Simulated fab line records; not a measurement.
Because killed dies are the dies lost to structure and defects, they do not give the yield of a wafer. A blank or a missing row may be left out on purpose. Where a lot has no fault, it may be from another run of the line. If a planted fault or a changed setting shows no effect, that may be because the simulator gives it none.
Problem report in the 8D (eight disciplines) form, filled by code | flow nand-harc | the parts of the form that need people (team, actions taken, sign-off) are left out

1. THE ISSUE
At NHARC_END_SORT_01, killed-dies averages 677 over 2 wafers from 2 lots, while fault-free wafers read 68, standard deviation 18. That is +34 standard deviations from the usual mean.
The first sign was on wafer L479.2 at day 31 09:46, on prober-01. The record has a number at this step for 6 wafers belonging to 2 lots. By rule, "out" or "out of limits" means more than 4 standard deviations away from the usual mean. The other wafers with a number count as sound.

2. WHAT IT IS, WHAT IT ISN'T
question                    | is                           | is not
which readings at this step | killed-dies, killed-at-array | killed-at-other, killed-open, killed-short
which lots                  | L479, L481                   | -
which wafers of those lots  | L479.2, L481.4               | L479.1, L479.4, L481.2, L481.5
read on which gauges        | prober-01                    | -
when                        | from day 31 09:46            | up to then (1 sound wafer); but 3 sound wafers of L479, L481 came after

3. SUSPECTS, AND WHAT RULES EACH OUT
Counting: any tool at a process step up to the reading remains a suspect provided it ran every lot that is out. Sound lots after the first of them don't rule it out here, since some wafers of a struck lot are sound.
- the gauge at NHARC_END_SORT_01 is ruled out. All the wafers that are out were read on prober-01, but those of them that NHARC_A_STAIRCASE_ETCH_232 has rows for are out there too, on other tools.
- plasma-asher-02 at NHARC_A_STAIRCASE_STRIP_205 (strips in O2): kept. It ran every lot that is out, first L479 (day 20 01:38).
- rie-diel-10 at NHARC_A_STAIRCASE_ETCH_232 (etches the open film in C4F8/O2, target depth 100 nm, time 40.5 s): kept. It ran every lot that is out, first L479 (day 20 11:29). On those wafers its own readings are out: run-length-s.
- rie-diel-10 at NHARC_A_STAIRCASE_ETCH_236 (etches the open film in C4F8/O2, target depth 100 nm, time 40.5 s): kept. It ran every lot that is out, first L479 (day 31 08:58). NHARC_A_STAIRCASE_ETCH_236: start missing for some lots; hours and lot order therefore follow NHARC_END_SORT_01.
- rie-diel-10, NHARC_A_STAIRCASE_ETCH_232: wafers that are out in chamber 0, sound lot-mates in chambers 2, 3.
The count leaves plasma-asher-02 at NHARC_A_STAIRCASE_STRIP_205, rie-diel-10 at NHARC_A_STAIRCASE_ETCH_232, and rie-diel-10 at NHARC_A_STAIRCASE_ETCH_236.

4. THE CAUSE (what the simulator had put in)
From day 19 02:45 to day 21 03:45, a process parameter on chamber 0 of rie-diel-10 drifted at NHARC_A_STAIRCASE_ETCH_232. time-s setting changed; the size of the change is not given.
Of the 3 suspects that counting leaves, this tool is one.

5. THE CHAIN OF EFFECTS, in route order
Each row: a reading where the mean over the struck wafers with a number is more than 3 standard deviations away from the usual. Only readings whose record carries a usual standard deviation are examined. hours: median over the lots of the time between each lot's start at the first step of this table that gives one and its start at this step. sigmas: the change, counted in usual standard deviations.
hours | step                       | reading         | usual  | on struck wafers | change | sigmas
0     | NHARC_A_STAIRCASE_ETCH_232 | run-length-s    | 62.1 s | 33.8             | -28.4  | -69
267   | NHARC_END_SORT_01          | killed-at-array | 63     | 668              | +604   | +34
267   | NHARC_END_SORT_01          | killed-dies     | 68     | 677              | +609   | +34
Process steps it contains:
- NHARC_A_STAIRCASE_ETCH_232: etches the open film in C4F8/O2, target depth 100 nm, time 40.5 s.

6. WHAT WOULD HAVE CAUGHT IT SOONER
In this record the first reading out of limits at a measuring or inspecting step was taken at day 31 09:46, 295 hours after the fault began at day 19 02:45.
The tool's own readings at NHARC_A_STAIRCASE_ETCH_232 were out on every struck wafer that the step has a row for (run-length-s): an alarm limit on them would have fired on the first of those.
By day 31 09:46, every lot that is out (2) had started NHARC_A_STAIRCASE_ETCH_232 on rie-diel-10. Tool hold at that time: it would have spared none of them.
